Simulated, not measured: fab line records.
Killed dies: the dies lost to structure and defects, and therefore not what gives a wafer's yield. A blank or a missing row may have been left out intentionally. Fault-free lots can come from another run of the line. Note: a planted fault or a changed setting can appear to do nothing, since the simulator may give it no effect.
fab line records | flow n5Finfet
record lots=4 | wafers=12 | lastDay=18
route steps=1938 shown BEOL_M4@1099 BEOL_M5@1112 BEOL_M12@1648 PASSIVATION@1936
lots that met no fault: from a run of the same line without faults
startH: hours from the record's opening day to when the first of the lot's shown wafers began | waitH: time in hours since the lot's previous step | " as in the row above | L1.1+2: several wafers, shown together as one row | - value missing, or start not given | * or withheld: withheld | < > ~ a bound
route shown NAME@n: a module of which the file shows steps, and the number in the route of the first | usual: mean and standard deviation over wafers with no fault | same: alike in all rows | chamber/n: place in a boat | sites: readings site by site | _std_site: standard deviation of those values | _edge_site: mean of outer sites minus mean of inner sites | radiusMm: how far each site lies from the wafer's centre | mask NAME#n: copy n | behind: the last tool/chamber to shape the wafer | hold: the reason the lot was held/the length of the hold in hours/how it ended | device: which transistor (n, p or np) failed to switch | end of line: tests run on the same wafers once the route is complete | where a step has no rows: the recipe by itself | killed: dies that structure and defects cost at the first sort, which is not the same as the wafer's yield | map: a wafer's dies, x killed, . not, _ none there
set.NAME: the run value of the setting; set.NAME@STEP: its run value at that earlier step | model.NAME: the simulator's own value behind a step, which no gauge read
lots seen at some steps along the route; tables by step, rows by wafer
services: the hour from which a tool's chamber was out of use, counted from the record's first day as startH (under 0 if before that day), plus the number of hours and why
## steps
# step N5_BEOL_M4_ANNEAL_95
# recipe tempC=400 | timeS=240 | ambient=vacuum
# step N5_BEOL_M4_SPUTTER_96
# recipe material=Cu | targetThkA=45 | tempC=-20 | chamberPressurePa=0.07 | powerW=withheld | timeS=8.29
# step N5_BEOL_M4_ECD_50
# recipe material=Cu | targetThkA=3000
# step N5_BEOL_M4_ANNEAL_51
# recipe tempC=225 | timeS=90 | ambient=N2
# step N5_BEOL_M4_CMP_52
# recipe stopOn=SiOC | tOverpolishS=6.8 | downForcePsi=1 | platenRpm=50 | clearingPlatenDownForcePsi=1.5 | clearingPlatenRpm=50 | postCmpClean=cuAlkaline | targetThkNm=40 | clearingPlatenPadVelocityMS=0.99484 | padVelocityMS=0.99484
# step N5_BEOL_M4_PRE_CLEAN_60
# recipe gas=NH3/H2 | timeS=15 | tempC=* | rfPowerW=300
# step N5_BEOL_M4_CO_CAP_55
# recipe material=Co | targetThkA=20 | tempC=200 | precursor=CCTBA/H2 | pressureTorr=30 | timeS=102.1
# step N5_BEOL_M4_PRE_CLEAN_56
# recipe gas=NH3 | timeS=15 | tempC=withheld | rfPowerW=300
# step N5_BEOL_M4_DEP_57
# recipe material=SiCN | targetThkA=80 | tempC=withheld | precursor=3MS/NH3 | pressureTorr=3 | rfW=202 | timeS=14
# step N5_BEOL_M4_RC_MEAS_101
# usual DIBL_N=35.3/1.8 | DIBL_P=35.2/2.2 | IOFF_N=0.144/0.029 | IOFF_P=0.19/0.031 | ION_N=670/12 | ION_P=460/7.6 | SS_N=71.2/0.62 | SS_P=73.0/0.69 | VT_N=251/3.4 | VT_P=-251.4/2.6
lot.wafer | tool      | chamber | startH | waitH | DIBL_N[mV/V] | DIBL_P[mV/V] | IOFF_N[nA/um] | IOFF_P[nA/um] | ION_N[uA/um] | ION_P[uA/um] | SS_N[mV/dec] | SS_P[mV/dec] | VT_N[mV] | VT_P[mV]
L172.1    | prober-01 | 0       | 214.03 | 0.0   | 34.6         | 35.4         | 0.143         | 0.19          | 664          | 455          | 70.4         | 72.6         | 252      | -249.9
L172.2    | "         | 0       | "      | "     | 37.3         | 38.8         | 0.181         | 0.25          | 678          | 465          | 71.9         | 72.6         | 249      | -248.0
L172.3    | "         | 0       | "      | "     | 34.9         | 34.8         | 0.143         | 0.20          | 668          | 463          | 71.0         | 72.6         | 253      | -249.2
L171.2    | prober-01 | 0       | 230.84 | 0.2   | 35.9         | 36.1         | 0.152         | 0.20          | 674          | 464          | 71.6         | 73.5         | 250      | -250.7
L171.3    | "         | 0       | "      | "     | 33.5         | 34.0         | 0.121         | 0.17          | 664          | 460          | 71.1         | 73.0         | 254      | -253.5
L171.4    | "         | 0       | "      | "     | 35.5         | 35.0         | 0.140         | 0.18          | 670          | 456          | 71.1         | 72.8         | 249      | -253.1
L179.1    | prober-02 | 0       | 265.80 | 0.0   | 33.9         | 32.8         | 0.128         | 0.18          | 652          | 448          | 70.9         | 73.1         | 251      | -251.0
L179.3    | "         | 0       | "      | "     | 34.3         | 32.9         | 0.136         | 0.18          | 647          | 444          | 71.5         | 72.7         | 254      | -250.7
L179.4    | "         | 0       | "      | "     | 35.8         | 35.4         | 0.156         | 0.22          | 665          | 461          | 71.4         | 73.5         | 250      | -249.6
L186.1    | prober-01 | 0       | 315.70 | 0.4   | 36.4         | 37.8         | 0.178         | 0.23          | 677          | 462          | 71.9         | 73.2         | 249      | -249.2
L186.5    | "         | 0       | "      | "     | 35.5         | 36.3         | 0.151         | 0.22          | 668          | 459          | 70.6         | 73.7         | 252      | -250.2
L186.6    | "         | 0       | "      | "     | 34.9         | 35.2         | 0.143         | 0.20          | 665          | 459          | 71.3         | 73.4         | 252      | -250.3
# step N5_BEOL_M5_ILD_DEP_00
# recipe material=SiCOH_lowk | targetThkA=1406.4 | tempC=300 | precursor=DEMS/porogen | pressureTorr=5 | rfW=500 | timeS=25.9
# step N5_BEOL_M5_CURE_79
# recipe tempC=385 | timeS=240 | ambient=He/Ar | material=SiCOH_lowk
# step N5_BEOL_M5_PECVD_70
# recipe material=SiO2 | targetThkA=160 | tempC=400 | precursor=TEOS/O2 | pressureTorr=5.5 | rfW=450 | teosFlowSccm=53.8 | gas=O2 | flowSccm=3000 | timeS=18
# step N5_BEOL_M5_HM_DEP_02
# recipe material=TiN | targetThkA=200 | tempC=25 | chamberPressurePa=0.49996
# step N5_BEOL_M5_COAT_59
# recipe resist=SOC | tempC=250 | timeS=60 | spinRpm=1500 | resistThkNm=60
# step N5_BEOL_M5_COAT_60
# recipe resist=SiARC | tempC=220 | timeS=60 | spinRpm=1500 | resistThkNm=12
# step N5_BEOL_M5_COAT_71
# recipe resist=underlayer | tempC=205 | timeS=60 | spinRpm=1500 | resistThkNm=5
# step N5_BEOL_M5_COAT_05
# recipe resist=CAR-EUV | spinRpm=1500 | resistThkNm=30
# step N5_BEOL_M5_EBR_07
# recipe solvent=PGMEA | ebrWidthMm=1.5
# step N5_BEOL_M5_SOFTBAKE_06
# recipe tempC=110 | timeS=60 | resist=CAR-EUV
# step N5_BEOL_M5_EXPOSE_08
# recipe maskId=M5 | na=0.33 | sourceShape=annular | sigmaInner=0.4 | sigmaOuter=0.8 | polarization=unpolarized | targetCdNm=28 | doseMj=35.75
# step N5_BEOL_M5_PEB_09
# recipe pebTempC=100 | pebTimeS=60 | resist=CAR-EUV
# step N5_BEOL_M5_DEVELOP_10
# recipe developTimeS=30 | developer=TMAH | resist=CAR-EUV | rinseLiquid=surfactantRinse | dry=airSpin | devTempC=23
# step N5_BEOL_M5_DESCUM_16
# recipe chemistry=O2 | timeS=7 | sourcePowerW=50 | biasPowerW=20 | pressureMtorr=20 | rfFrequencyHz=2.712e+07 | tempC=40 | resist=CAR-EUV | o2FlowSccm=225
# step N5_BEOL_M5_ETCH_72
# recipe chemistry=N2/H2 | target=underlayer | targetDepthA=65 | maskMaterial=CAR-EUV | timeS=5.2 | ionEnergyEv=200 | pressureMtorr=30 | sourceW=840 | biasW=150 | n2FlowSccm=200 | h2FlowSccm=200 | ends=cleared
# step N5_BEOL_M5_ETCH_61
# recipe chemistry=CF4 | target=SiARC | targetDepthA=156 | maskMaterial=CAR-EUV | timeS=26 | ionEnergyEv=80 | pressureMtorr=40 | sourceW=545 | biasW=36 | Ar_flow_sccm=100 | cf4FlowSccm=100 | ends=cleared
# step N5_BEOL_M5_ETCH_62
# recipe chemistry=N2/H2 | target=SOC | targetDepthA=750 | overetchA=150 | maskMaterial=SiARC | tempC=40 | timeS=112.5 | ionEnergyEv=200 | pressureMtorr=30 | sourceW=840 | biasW=150 | n2FlowSccm=200 | h2FlowSccm=200
# step N5_BEOL_M5_STRIP_63
# recipe chemistry=N2/H2 | tempC=40 | n2FlowSccm=200 | h2FlowSccm=200 | rfFrequencyHz=6e+07
# step N5_BEOL_M5_STRIP_73
# recipe chemistry=N2/H2 | tempC=40 | n2FlowSccm=200 | h2FlowSccm=200 | rfFrequencyHz=6e+07
# step N5_BEOL_M5_STRIP_64
# recipe chemistry=CF4 | resist=SiARC | powerW=300 | biasPowerW=75 | pressureMtorr=50 | cf4FlowSccm=150 | rfFrequencyHz=6e+07
# step N5_BEOL_M5_HM_OPEN_17
# recipe chemistry=Cl2/BCl3 | targetDepthA=200 | overetchA=60 | target=TiN | maskMaterial=SOC | ionEnergyEv=150 | pressureMtorr=10 | icpW=1000 | biasW=126 | Cl2_flow_sccm=53.25 | bcl3FlowSccm=21.75 | Ar_flow_sccm=25
# step N5_BEOL_M5_STRIP_19
# recipe chemistry=O2 | powerW=400 | tempC=40 | pressureMtorr=30 | rfFrequencyHz=6e+07 | biasPowerW=0 | overashFraction=0.2 | o2FlowSccm=225
# step N5_BEOL_M5_COAT_65
# recipe resist=SOC | tempC=250 | timeS=60 | spinRpm=1500 | resistThkNm=60
# step N5_BEOL_M5_COAT_66
# recipe resist=SiARC | tempC=220 | timeS=60 | spinRpm=1500 | resistThkNm=12
# step N5_BEOL_M12_SPUTTER_43
# recipe material=TaN | targetThkA=150 | tempC=50 | biasV=168.6 | powerW=15000 | chamberPressurePa=0.12 | timeS=24.19
# usual biasV=168.6/1.8 | cathodeDcPowerW=15000/2.9 | throttleValvePct=30.2/1.2
lot.wafer | tool          | chamber | startH | waitH | biasV | cathodeDcPowerW | throttleValvePct
L172.1    | pvdSputter-03 | -       | 290.75 | 0.0   | -     | -               | -
L172.2    | "             | -       | "      | "     | -     | -               | -
L172.3    | "             | -       | "      | "     | -     | -               | -
L171.2    | pvdSputter-03 | -       | 297.63 | 0.0   | -     | -               | -
L171.3    | "             | -       | "      | "     | -     | -               | -
L171.4    | "             | -       | "      | "     | -     | -               | -
L179.1    | pvdSputter-03 | -       | 347.73 | 0.0   | 167.0 | 14997           | 30.9
L179.3    | "             | -       | "      | "     | 169.7 | 14996           | 27.8
L179.4    | "             | -       | "      | "     | 170.8 | 15001           | 30.0
L186.1    | pvdSputter-03 | -       | 390.36 | 0.0   | 165.8 | 14998           | 30.9
L186.5    | "             | -       | "      | "     | 169.3 | 14997           | 30.3
L186.6    | "             | -       | "      | "     | 166.5 | 14997           | 30.7
# step N5_BEOL_M12_CMP_49
# recipe stopOn=SiOC | tOverpolishS=20.6 | downForcePsi=1 | platenRpm=50 | clearingPlatenDownForcePsi=1.5 | clearingPlatenRpm=50 | postCmpClean=cuAlkaline | targetThkNm=320 | clearingPlatenPadVelocityMS=0.99484 | padVelocityMS=0.99484
# usual barrierFieldEndpointS=30.2/0.73 | motorCurrentA=5.9/0.86 | slurryFilterDpKPa=13.49/0.15
lot.wafer | tool   | chamber | startH | waitH | barrierFieldEndpointS | motorCurrentA | slurryFilterDpKPa | model.Cu_of_BEOL_M12_ECD_47.thkNm
L172.2    | cmp-04 | 3       | 291.47 | 0.2   | 12.3                  | 4.8           | 13.24             | 340.4
L172.3    | "      | 0       | "      | "     | 12.2                  | 4.9           | 13.49             | 338.2
L172.1    | "      | 2       | "      | "     | 12.2                  | 5.5           | 13.61             | 333.8
L171.2    | cmp-01 | 0       | 298.39 | 0.2   | 12.2                  | 5.8           | 13.45             | 344.8
L171.4    | "      | 1       | "      | "     | 11.7                  | 4.9           | 13.31             | 326.2
L171.3    | "      | 2       | "      | "     | 12.4                  | 6.3           | 13.55             | 338.6
L179.4    | cmp-04 | 3       | 348.44 | 0.1   | 29.4                  | 4.6           | 13.56             | 326.4
L179.1    | "      | 0       | "      | "     | 29.4                  | 5.4           | 13.63             | 319.6
L179.3    | "      | 1       | "      | "     | 29.3                  | 5.5           | 13.48             | 320.4
L186.1    | cmp-01 | 3       | 391.41 | 0.4   | 31.1                  | 6.2           | 13.71             | 331.8
L186.5    | "      | 0       | "      | "     | 30.6                  | 6.1           | 13.48             | 325
L186.6    | "      | 1       | "      | "     | 29.2                  | 4.9           | 13.31             | 327.6
# step N5_PASSIVATION_PROBE_49
# usual defectLimitedYield=91.0/1.4 | killed_at_M0_to_M3=36/10 | killed_at_M4_up=15/5 | killedAtContacts=12/6.1 | killedAtFrontEnd=40/13 | killedAtOther=3.8/2.9 | killedDies=106/16 | killedOnRim=14/4.1 | killedOpen=68/12 | killedShort=35/8.2 | sort_bin_5_function=5.2/0.9 | sort_bin_6_memory=3.4/0.71 | sortNPass=1073/17 | sortYieldPct=91.0/1.5
# same grossDies=1180 | killedAtBackSide=0 | sort_bin_4_leakage[%]=0 | sort_bin_8_speed[%]=0
lot.wafer | tool      | chamber | startH | waitH | defectLimitedYield[%] | killed_at_M0_to_M3 | killed_at_M4_up | killedAtContacts | killedAtFrontEnd | killedAtOther | killedDies | killedOnRim | killedOpen | killedShort | sort_bin_5_function[%] | sort_bin_6_memory[%] | sortNPass | sortYieldPct[%]
L172.1    | prober-02 | -       | 336.31 | 0.0   | 83.3                  | 37                 | 98              | 13               | 47               | 2             | 197        | 58          | 61         | 35          | 13.3                   | 2.8                  | 983       | 83.3
L172.2    | prober-02 | -       | 336.36 | 0.1   | 82.3                  | 43                 | 113             | 19               | 29               | 5             | 209        | 44          | 70         | 37          | 14.3                   | 3.2                  | 971       | 82.3
L172.3    | prober-02 | -       | 336.41 | 0.1   | 82.0                  | 51                 | 100             | 15               | 38               | 8             | 212        | 48          | 82         | 40          | 13.8                   | 3.8                  | 968       | 82.0
L171.2    | prober-02 | -       | 338.83 | 0.1   | 84.5                  | 31                 | 105             | 7                | 40               | 0             | 183        | 49          | 68         | 27          | 12.0                   | 3.2                  | 997       | 84.5
L171.3    | prober-02 | -       | 338.88 | 0.1   | 84.8                  | 34                 | 99              | 5                | 41               | 0             | 179        | 29          | 56         | 39          | 12.0                   | 2.4                  | 1001      | 84.8
L171.4    | prober-02 | -       | 338.93 | 0.2   | 84.7                  | 27                 | 104             | 6                | 41               | 2             | 180        | 49          | 58         | 26          | 12.5                   | 2.5                  | 1000      | 84.7
L179.1    | prober-02 | -       | 391.63 | 0.0   | 91.1                  | 48                 | 19              | 6                | 29               | 3             | 105        | 14          | 59         | 44          | 5.2                    | 3.5                  | 1075      | 91.1
L179.3    | prober-02 | -       | 391.73 | 0.1   | 90.5                  | 40                 | 24              | 11               | 32               | 5             | 112        | 13          | 77         | 31          | 5.4                    | 3.8                  | 1068      | 90.5
L179.4    | prober-02 | -       | 391.78 | 0.2   | 91.4                  | 45                 | 17              | 5                | 32               | 3             | 102        | 15          | 53         | 40          | 5.2                    | 2.3                  | 1078      | 91.4
L186.1    | prober-02 | -       | 428.97 | 0.0   | 91.4                  | 43                 | 10              | 3                | 43               | 3             | 102        | 17          | 67         | 29          | 4.9                    | 3.4                  | 1078      | 91.4
L186.5    | prober-02 | -       | 429.17 | 0.2   | 89.1                  | 38                 | 15              | 13               | 59               | 4             | 129        | 29          | 88         | 32          | 6.9                    | 3.2                  | 1051      | 89.1
L186.6    | prober-02 | -       | 429.22 | 0.3   | 89.6                  | 37                 | 13              | 10               | 50               | 13            | 123        | 12          | 68         | 48          | 5.9                    | 3.5                  | 1057      | 89.6
# killed by level:class
L172.1 BEOL_M12:areaSputter=93 FIN_SAQP:geometricParticle:open=19 BEOL_M0_SAQP:geometricParticle:short=12 MOL_CONTACT_COAG:geometricParticle:open=11 BEOL_M0_SAQP:geometricParticle:open=10 FIN_SAQP:geometricParticle:short=8 HKMG_FIN:areaEtch=6 STARTING-WAFER:geometricParticle:open=5
L172.2 BEOL_M12:areaSputter=100 MOL_CONTACT_COAG:geometricParticle:open=17 BEOL_M0_SAQP:geometricParticle:short=15 BEOL_M0_SAQP:geometricParticle:open=9 FIN_SAQP:geometricParticle:open=8 BEOL_M2:geometricParticle:open=6 FIN_SAQP:geometricParticle:short=4 STI_FIN_REVEAL:geometricParticle:open=4
L172.3 BEOL_M12:areaSputter=89 STI_FIN_REVEAL:geometricParticle:open=11 MOL_CONTACT_COAG:geometricParticle:open=10 BEOL_M3:geometricParticle:open=10 BEOL_M0_SAQP:geometricParticle:open=9 BEOL_M2:geometricParticle:short=9 FIN_SAQP:geometricParticle:open=7 BEOL_M2:geometricParticle:open=7
L171.2 BEOL_M12:areaSputter=85 BEOL_M3:geometricParticle:open=12 FIN_SAQP:geometricParticle:short=11 FIN_SAQP:geometricParticle:open=10 MOL_CONTACT_COAG:geometricParticle:open=7 BEOL_M2:geometricParticle:open=7 BEOL_M4:geometricParticle:open=7 DUMMY_GATE:geometricParticle:open=5
L171.3 BEOL_M12:areaSputter=84 BEOL_M2:geometricParticle:open=11 FIN_SAQP:geometricParticle:short=9 BEOL_M1:geometricParticle:open=8 GATE_CUT:geometricParticle:open=6 FIN_SAQP:geometricParticle:open=5 STI_FIN_REVEAL:geometricParticle:open=4 GATE_CUT:geometricParticle:short=4
L171.4 BEOL_M12:areaSputter=94 FIN_SAQP:geometricParticle:open=8 BEOL_M2:geometricParticle:open=8 FIN_SAQP:geometricParticle:short=7 BEOL_M1:geometricParticle:open=7 DUMMY_GATE:geometricParticle:open=5 MOL_CONTACT_COAG:geometricParticle:open=4 BEOL_M4:geometricParticle:open=4
L179.1 BEOL_M0_SAQP:geometricParticle:short=13 BEOL_M1:geometricParticle:open=12 BEOL_M0_SAQP:geometricParticle:open=10 GATE_CUT:geometricParticle:short=6 DUMMY_GATE:geometricParticle:open=5 BEOL_M4:geometricParticle:open=5 GATE_CUT:geometricParticle:open=4 MOL_CONTACT_COAG:geometricParticle:open=4
L179.3 BEOL_M0_SAQP:geometricParticle:open=12 BEOL_M1:geometricParticle:open=11 MOL_CONTACT_COAG:geometricParticle:open=10 DUMMY_GATE:geometricParticle:open=8 GATE_CUT:geometricParticle:short=6 BEOL_M0_SAQP:geometricParticle:short=5 BEOL_M4:geometricParticle:open=5 STARTING-WAFER:geometricParticle:open=5
L179.4 BEOL_M0_SAQP:geometricParticle:short=13 BEOL_M0_SAQP:geometricParticle:open=13 BEOL_M1:geometricParticle:open=6 HKMG_FIN:areaEtch=6 GATE_CUT:geometricParticle:short=5 BEOL_M1:geometricParticle:short=5 MOL_CONTACT_COAG:geometricParticle:open=4 BEOL_M3:geometricParticle:open=4
L186.1 STI_FIN_REVEAL:geometricParticle:open=13 STI_FIN_REVEAL:geometricParticle:short=8 BEOL_M2:geometricParticle:open=8 BEOL_M0_SAQP:geometricParticle:short=7 BEOL_M0_SAQP:geometricParticle:open=7 STARTING-WAFER:geometricParticle:open=7 BEOL_M3:geometricParticle:open=5 BEOL_M1:geometricParticle:open=4
L186.5 STI_FIN_REVEAL:geometricParticle:open=20 MOL_CONTACT_COAG:geometricParticle:open=12 BEOL_M2:geometricParticle:open=11 FIN_SAQP:geometricParticle:open=10 FIN_SAQP:geometricParticle:short=9 BEOL_M0_SAQP:geometricParticle:open=8 BEOL_M3:geometricParticle:open=6 STI_FIN_REVEAL:geometricParticle:short=5
L186.6 STI_FIN_REVEAL:geometricParticle:open=18 BEOL_M0_SAQP:geometricParticle:short=18 BEOL_M0_SAQP:geometricParticle:open=13 FIN_SAQP:geometricParticle:short=12 MIM_TOP_ETCH:geometricParticle:short=8 BEOL_M4:geometricParticle:open=7 FIN_SAQP:geometricParticle:open=6 MOL_CONTACT_COAG:geometricParticle:open=6
# map L171.2 (x killed, . not)
_________________.xxxx..xxxx.________________
______________xx.x....x..xxx..xx_____________
___________.xxx.xx..x.xx....x.xxx.x__________
__________....x.......x.....xx.xxx.._________
________.x...x............x...x.xxxx.._______
_______..x..............x.x....xxx.x.xx______
______.........x.............x...x....xx_____
_____x..x..x.x......x....xx.x.....x....x.____
____......................x.xx........x...___
___.......................x..........x.xxx.__
___x......................x...x...x......xx__
__x......x........x.............x...xx.....x_
__..x..x.x......x.....x......x.x.......x.xxx_
_...................................x...xxx..
_x.........................x....x..x....x...x
_x.....xx.......................xx..........x
_...x..............x......x................xx
_.x...........x..x..x...................x....
_x....x.......x......x.....x...x.........xx..
_x.........x...x.........x...x..............x
_................x.............x.x.......x.x.
__x..x.........x...x...........x.x..xx....xx_
__x........x................................_
___....x.........x................xx.......__
___............................x....x......__
____..x........x.x...........x............___
_____......xx..........................x.____
______......................x..........._____
_______................................______
________...x.x........................_______
__________......x.................x._________
___________.....xx.xx..............__________
______________.................._____________
_________________....x......x________________
# map L172.3 (x killed, . not)
_________________....xx.....x________________
______________.x....x...x....x.._____________
___________x....x.......x....xxx.x.__________
__________x.x........x..x....xx....._________
________xx..x.x....x.x................_______
_______x...xx......x..x....x.......x...______
______xx...x.........x........x.x......._____
_____..x...x.........x................xx.____
____x.x.............................x.....___
___x.xx.x.x.................x.x.......x....__
___x.x..x.x....xxx.....x..........x......x.__
__x...x........x..x.x....x.............x...._
__xxx......x..............x...x..x.........._
_xxxxxx.x...x.....xx.x.....x...........x.....
_...x.x..........x....x..x...................
_x...x..............x..x..................x..
_.xxx.....x...x....x.......x.................
_....xx............x.......................x.
_...........x........x..x...................x
_xx....x.............................x......x
_xx.xx.........x...x...x....xx.xxxx......x.xx
__x..x......................x..............._
__x.x.x.....x.....xx.......x......xx........_
___.xx.x...x.....x..............x........x.__
___x..xx......x.xx....x.......x.x..........__
____x.x.x....x.............xx.x..x.x......___
_____.xx.........x................xx.xxx.____
______x.x....x........x................._____
_______...x....x.......................______
________.......x.x.....x.............._______
__________..x...........x..........._________
___________xx.x..xx...x...xxx....x.__________
______________xx...x.........xx._____________
_________________x...x...x...________________
## services
tool          | chamber | startH | hours | kind
cmp-01        | -       | 273.23 | 8.5   | pm
cmp-01        | -       | 289.04 | 2.5   | repair
cmp-04        | -       | 296.84 | 0.8   | repair
pvdSputter-03 | -       | 308.35 | 10.1  | repair
cmp-04        | -       | 315.30 | 4.0   | pm
cmp-04        | -       | 319.30 | -     | consumableReplace:conditioner
cmp-04        | -       | 319.30 | -     | consumableReplace:pad
cmp-01        | -       | 353.00 | 1.6   | repair
cmp-01        | -       | 387.03 | 0.3   | repair
## key
firstSign step=N5_BEOL_M12_SPUTTER_43 | reading=toolRecord | direction=missing
effect step=N5_BEOL_M12_CMP_49 | reading=barrierFieldEndpointS | direction=down | sigmas=25 | usual=30.2 | struck=12.2
effect step=N5_PASSIVATION_PROBE_49 | reading=killed_at_M4_up | direction=up | sigmas=18 | usual=15 | struck=103
modelEffect step=N5_BEOL_M12_CMP_49 | value=Cu_of_BEOL_M12_ECD_47.thkNm | without=321.7 | struck=337
moreKillsBornAt N5_BEOL_M12_SPUTTER_43@pvdSputter-03=545
metAt N5_BEOL_M12_SPUTTER_43
struckWafers L171.2,L171.3,L171.4,L172.1,L172.2,L172.3
fault kind=skippedStepWhole | tool=pvdSputter-03 | chamber=- | onsetH=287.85 | steps=N5_BEOL_M12_SPUTTER_43 | scope=struckLotsOnly
